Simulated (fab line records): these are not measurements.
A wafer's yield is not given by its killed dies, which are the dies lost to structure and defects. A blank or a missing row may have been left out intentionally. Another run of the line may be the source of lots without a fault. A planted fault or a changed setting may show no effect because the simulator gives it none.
Which tool is to blame? / flow nandHarc / 36 wafers from 12 lots sampled at 5 of the route's 1159 steps

## WHAT EACH GAUGE READ, for each wafer
NHARC_END_SORT_01. Usual: defectLimitedYield 95.8 %, standard deviation 1.2; killedAtArray 24, standard deviation 7.4; killedAtOther 0.5, standard deviation 0.81; killedAtPeriphery 3.4, standard deviation 2.3; killedDies 28, standard deviation 8; killedOpen 3.4, standard deviation 1.8; killedShort 2.0, standard deviation 1.4; sort_bin_2_pct 1.3 %, standard deviation 0.54; sort_bin_3_pct 0.23 %, standard deviation 0.2; sort_bin_4_pct 2.7 %, standard deviation 0.77; sortNPass 649, standard deviation 8; sortRimYieldPct 94.2 %, standard deviation 2.7; sortYieldPct 95.8 %, standard deviation 1.2.
lot=L668; measured=day 21 10:39; on=prober-02; defectLimitedYield (%)=96.5; killedAtArray=23; killedAtOther=1; killedAtPeriphery=0; killedDies=24; killedOpen=4; killedShort=1; sort_bin_2_pct (%)=1.8; sort_bin_3_pct (%)=0.15; sort_bin_4_pct (%)=1.6; sortNPass=653; sortRimYieldPct (%)=96.2; sortYieldPct (%)=96.5; flag=
lot=L670; measured=day 22 20:52; on=prober-02; defectLimitedYield (%)=0 0 0; killedAtArray=676 676 676; killedAtOther=1 0 0; killedAtPeriphery=0 1 1; killedDies=677 677 677; killedOpen=3 2 0; killedShort=1 2 2; sort_bin_2_pct (%)=98.5 98.2 97.3; sort_bin_3_pct (%)=0.15 0 0.44; sort_bin_4_pct (%)=1.3 1.8 2.2; sortNPass=0 0 0; sortRimYieldPct (%)=0 0 0; sortYieldPct (%)=0 0 0; flag=OFF
lot=L671; measured=day 22 13:55; on=prober-02; defectLimitedYield (%)=0 0 0; killedAtArray=671 668 672; killedAtOther=1 0 2; killedAtPeriphery=5 9 3; killedDies=677 677 677; killedOpen=2 5 5; killedShort=1 1 4; sort_bin_2_pct (%)=97.5 97.9 97.6; sort_bin_3_pct (%)=0.15 0.30 0.30; sort_bin_4_pct (%)=2.4 1.8 2.1; sortNPass=0 0 0; sortRimYieldPct (%)=0 0 0; sortYieldPct (%)=0 0 0; flag=OFF

## WHICH TOOL RAN EACH LOT (tool, then ch and the chambers of the sampled wafers, then the start)
lot=L661; NHARC_A_M1_PVD_20=pvdSputter-01, day 17 23:26 or earlier; NHARC_A_M1_PVD_21=pvdSputter-01, day 17 23:26; NHARC_A_M1_DEP_33=pecvd-01 ch 1,2, day 18 01:03; NHARC_A_BONDPAD_DEP_00=pecvd-04 ch 0,1, day 18 01:37
lot=L659; NHARC_A_M1_PVD_20=pvdSputter-02, day 18 02:38 or earlier; NHARC_A_M1_PVD_21=pvdSputter-02, day 18 02:38; NHARC_A_M1_DEP_33=pecvd-03 ch 0,1,2, day 18 04:10; NHARC_A_BONDPAD_DEP_00=pecvd-01 ch 0,2, day 18 04:40
lot=L663; NHARC_A_M1_PVD_20=pvdSputter-02, day 18 08:27 or earlier; NHARC_A_M1_PVD_21=pvdSputter-02, day 18 08:27; NHARC_A_M1_DEP_33=pecvd-01 ch 0,2, day 18 09:56; NHARC_A_BONDPAD_DEP_00=pecvd-04 ch 0,1,2, day 18 10:35
lot=L665; NHARC_A_M1_PVD_20=pvdSputter-01, day 18 16:20 or earlier; NHARC_A_M1_PVD_21=pvdSputter-01, day 18 16:20; NHARC_A_M1_DEP_33=pecvd-02 ch 1,2, day 18 17:52; NHARC_A_BONDPAD_DEP_00=pecvd-04 ch 0,2, day 18 18:20
lot=L662; NHARC_A_M1_PVD_20=pvdSputter-01, day 18 20:55 or earlier; NHARC_A_M1_PVD_21=pvdSputter-01, day 18 20:55; NHARC_A_M1_DEP_33=pecvd-02 ch 0,2, day 18 22:29; NHARC_A_BONDPAD_DEP_00=pecvd-03 ch 1,2, day 18 23:02
lot=L668; NHARC_A_M1_PVD_20=pvdSputter-01, day 19 21:53 or earlier; NHARC_A_M1_PVD_21=pvdSputter-01, day 19 21:53; NHARC_A_M1_DEP_33=pecvd-03 ch 0,1, day 19 23:53; NHARC_A_BONDPAD_DEP_00=pecvd-01 ch 0,1, day 20 00:24
lot=L670; NHARC_A_M1_PVD_20=pvdSputter-02, day 20 21:26 or earlier; NHARC_A_M1_PVD_21=pvdSputter-02, day 20 21:26; NHARC_A_M1_DEP_33=pecvd-02 ch 0,2, day 20 23:37; NHARC_A_BONDPAD_DEP_00=-
lot=L671; NHARC_A_M1_PVD_20=pvdSputter-02, day 20 22:22 or earlier; NHARC_A_M1_PVD_21=pvdSputter-02, day 20 22:22; NHARC_A_M1_DEP_33=pecvd-02 ch 0,1,2, day 20 23:53; NHARC_A_BONDPAD_DEP_00=-
lot=L678; NHARC_A_M1_PVD_20=pvdSputter-02, day 22 01:49 or earlier; NHARC_A_M1_PVD_21=pvdSputter-02, day 22 01:49; NHARC_A_M1_DEP_33=pecvd-02 ch 1,2, day 22 03:18; NHARC_A_BONDPAD_DEP_00=pecvd-03 ch 0,1, day 22 03:54
lot=L679; NHARC_A_M1_PVD_20=pvdSputter-02, day 22 16:53 or earlier; NHARC_A_M1_PVD_21=pvdSputter-02, day 22 16:53; NHARC_A_M1_DEP_33=pecvd-03 ch 0,2, day 22 18:35; NHARC_A_BONDPAD_DEP_00=pecvd-01 ch 0,1, day 22 19:11
lot=L681; NHARC_A_M1_PVD_20=pvdSputter-02, day 22 17:06 or earlier; NHARC_A_M1_PVD_21=pvdSputter-02, day 22 17:06; NHARC_A_M1_DEP_33=pecvd-03 ch 0,1,2, day 22 19:05; NHARC_A_BONDPAD_DEP_00=pecvd-04 ch 0,1,2, day 22 19:38
lot=L682; NHARC_A_M1_PVD_20=pvdSputter-03, day 23 19:29 or earlier; NHARC_A_M1_PVD_21=pvdSputter-03, day 23 19:29; NHARC_A_M1_DEP_33=pecvd-03 ch 1,2, day 23 21:02; NHARC_A_BONDPAD_DEP_00=pecvd-01 ch 0,2, day 23 21:33
- NHARC_A_M1_PVD_20: deposits TaN, target thk 5 nm, time 8.06 s.
- NHARC_A_M1_PVD_21: deposits Cu, target thk 30 nm, time 20.49 s.
- NHARC_A_M1_DEP_33: deposits SiCN, target thk 30 nm.
- NHARC_A_BONDPAD_DEP_00: deposits SiCN, target thk 250 nm.

## WHAT THE TOOLS THEMSELVES READ (means of the sampled wafers that have a number; where no wafer has one, the mark that the record gives instead)
NHARC_A_M1_PVD_20. Usual: biasV 168.7 V, standard deviation 1.7; cathodeDcPowerW 15000 W, standard deviation 2.5; throttleValvePct 29.8 %, standard deviation 0.93.
lot=L661; tool=pvdSputter-01; biasV (V)=167.7; cathodeDcPowerW (W)=15000; throttleValvePct (%)=29.9; flag=
lot=L659; tool=pvdSputter-02; biasV (V)=169.6; cathodeDcPowerW (W)=14999; throttleValvePct (%)=29.6; flag=
lot=L663; tool=pvdSputter-02; biasV (V)=167.8; cathodeDcPowerW (W)=14999; throttleValvePct (%)=30.5; flag=
lot=L665; tool=pvdSputter-01; biasV (V)=168.3; cathodeDcPowerW (W)=15000; throttleValvePct (%)=30.1; flag=
lot=L662; tool=pvdSputter-01; biasV (V)=166.7; cathodeDcPowerW (W)=14999; throttleValvePct (%)=30.4; flag=
lot=L668; tool=pvdSputter-01; biasV (V)=169.4; cathodeDcPowerW (W)=15002; throttleValvePct (%)=29.6; flag=
lot=L670; tool=pvdSputter-02; biasV (V)=169.8; cathodeDcPowerW (W)=14999; throttleValvePct (%)=29.7; flag=
lot=L671; tool=pvdSputter-02; biasV (V)=166.9; cathodeDcPowerW (W)=15000; throttleValvePct (%)=30.7; flag=
lot=L678; tool=pvdSputter-02; biasV (V)=169.9; cathodeDcPowerW (W)=15000; throttleValvePct (%)=29.5; flag=
lot=L679; tool=pvdSputter-02; biasV (V)=167.0; cathodeDcPowerW (W)=15000; throttleValvePct (%)=30.2; flag=
lot=L681; tool=pvdSputter-02; biasV (V)=169.3; cathodeDcPowerW (W)=15000; throttleValvePct (%)=30.0; flag=
lot=L682; tool=pvdSputter-03; biasV (V)=168.9; cathodeDcPowerW (W)=15003; throttleValvePct (%)=28.5; flag=

NHARC_A_M1_PVD_21. Usual: cathodeDcPowerW 5000.0 W, standard deviation 0.89; chamberPressurePa 4.999 Pa, standard deviation 0.0099; throttleValvePct 29.8 %, standard deviation 0.88.
lot=L661; tool=pvdSputter-01; cathodeDcPowerW (W)=4999.5; chamberPressurePa (Pa)=4.988; throttleValvePct (%)=30.3; flag=
lot=L659; tool=pvdSputter-02; cathodeDcPowerW (W)=4999.7; chamberPressurePa (Pa)=5.005; throttleValvePct (%)=30.2; flag=
lot=L663; tool=pvdSputter-02; cathodeDcPowerW (W)=4999.6; chamberPressurePa (Pa)=4.999; throttleValvePct (%)=30.0; flag=
lot=L665; tool=pvdSputter-01; cathodeDcPowerW (W)=5000.0; chamberPressurePa (Pa)=5.007; throttleValvePct (%)=29.7; flag=
lot=L662; tool=pvdSputter-01; cathodeDcPowerW (W)=4999.6; chamberPressurePa (Pa)=5.004; throttleValvePct (%)=28.9; flag=
lot=L668; tool=pvdSputter-01; cathodeDcPowerW (W)=4999.2; chamberPressurePa (Pa)=5.000; throttleValvePct (%)=29.8; flag=
lot=L670; tool=pvdSputter-02; cathodeDcPowerW (W)=-; chamberPressurePa (Pa)=-; throttleValvePct (%)=-; flag=OFF
lot=L671; tool=pvdSputter-02; cathodeDcPowerW (W)=-; chamberPressurePa (Pa)=-; throttleValvePct (%)=-; flag=OFF
lot=L678; tool=pvdSputter-02; cathodeDcPowerW (W)=5000.0; chamberPressurePa (Pa)=4.995; throttleValvePct (%)=30.1; flag=
lot=L679; tool=pvdSputter-02; cathodeDcPowerW (W)=4999.4; chamberPressurePa (Pa)=4.994; throttleValvePct (%)=30.5; flag=
lot=L681; tool=pvdSputter-02; cathodeDcPowerW (W)=5000.2; chamberPressurePa (Pa)=4.996; throttleValvePct (%)=30.1; flag=
lot=L682; tool=pvdSputter-03; cathodeDcPowerW (W)=4999.8; chamberPressurePa (Pa)=5.005; throttleValvePct (%)=30.3; flag=

NHARC_A_M1_DEP_33. Usual: 608 W for heaterPowerW, sd 63.
lot=L661; tool=pecvd-01; heaterPowerW (W)=538; flag=
lot=L659; tool=pecvd-03; heaterPowerW (W)=608; flag=
lot=L663; tool=pecvd-01; heaterPowerW (W)=553; flag=
lot=L665; tool=pecvd-02; heaterPowerW (W)=674; flag=
lot=L662; tool=pecvd-02; heaterPowerW (W)=532; flag=
lot=L668; tool=pecvd-03; heaterPowerW (W)=627; flag=
lot=L670; tool=pecvd-02; heaterPowerW (W)=566; flag=
lot=L671; tool=pecvd-02; heaterPowerW (W)=604; flag=
lot=L678; tool=pecvd-02; heaterPowerW (W)=587; flag=
lot=L679; tool=pecvd-03; heaterPowerW (W)=670; flag=
lot=L681; tool=pecvd-03; heaterPowerW (W)=626; flag=
lot=L682; tool=pecvd-03; heaterPowerW (W)=662; flag=

NHARC_A_BONDPAD_DEP_00. Usual: 580 W for heaterPowerW, sd 51.
lot=L661; tool=pecvd-04; heaterPowerW (W)=585; flag=
lot=L659; tool=pecvd-01; heaterPowerW (W)=507; flag=
lot=L663; tool=pecvd-04; heaterPowerW (W)=547; flag=
lot=L665; tool=pecvd-04; heaterPowerW (W)=560; flag=
lot=L662; tool=pecvd-03; heaterPowerW (W)=656; flag=
lot=L668; tool=pecvd-01; heaterPowerW (W)=608; flag=
lot=L678; tool=pecvd-03; heaterPowerW (W)=570; flag=
lot=L679; tool=pecvd-01; heaterPowerW (W)=604; flag=
lot=L681; tool=pecvd-04; heaterPowerW (W)=584; flag=
lot=L682; tool=pecvd-01; heaterPowerW (W)=613; flag=

## THE ANSWER, worked out from the rows above alone
Rule: a lot is off if the mean of its wafers that have a number lies more than 3 standard deviations from the usual mean. Also off: a lot with no number at a reading for which 4 or more lots have one. Where the step has rows for the other lots, those lots are counted as sound. Order of review: gauges by route order, followed by the tools' own readings, for which a lot's mean as printed above is used. At the first step where some lot is off, the reading lying furthest off is the one used; lots without a number count as furthest.
Off: L670, L671, at NHARC_END_SORT_01 (sort_bin_2_pct). Neither off nor sound, because the step has no rows for them: L661, L659, L663, L665, L662, L678, L679, L681, L682.
If a tool, at a process step before that reading, ran all the lots that are off and no sound lot after the first of them, it fits. The gauges at NHARC_END_SORT_01 aren't tried: what is off there is off at NHARC_A_M1_PVD_21 too, on other tools, and a gauge's error can't cause that. NHARC_A_M1_PVD_20 gives no start for some lots, so the hours and the order of its lots are those of NHARC_A_M1_PVD_21. 2 tools fit, pvdSputter-02 at NHARC_A_M1_PVD_20 and NHARC_A_M1_PVD_21 and pecvd-02 at NHARC_A_M1_DEP_33, so this cannot tell which one it is.

## WHAT THE SIMULATOR PUT IN
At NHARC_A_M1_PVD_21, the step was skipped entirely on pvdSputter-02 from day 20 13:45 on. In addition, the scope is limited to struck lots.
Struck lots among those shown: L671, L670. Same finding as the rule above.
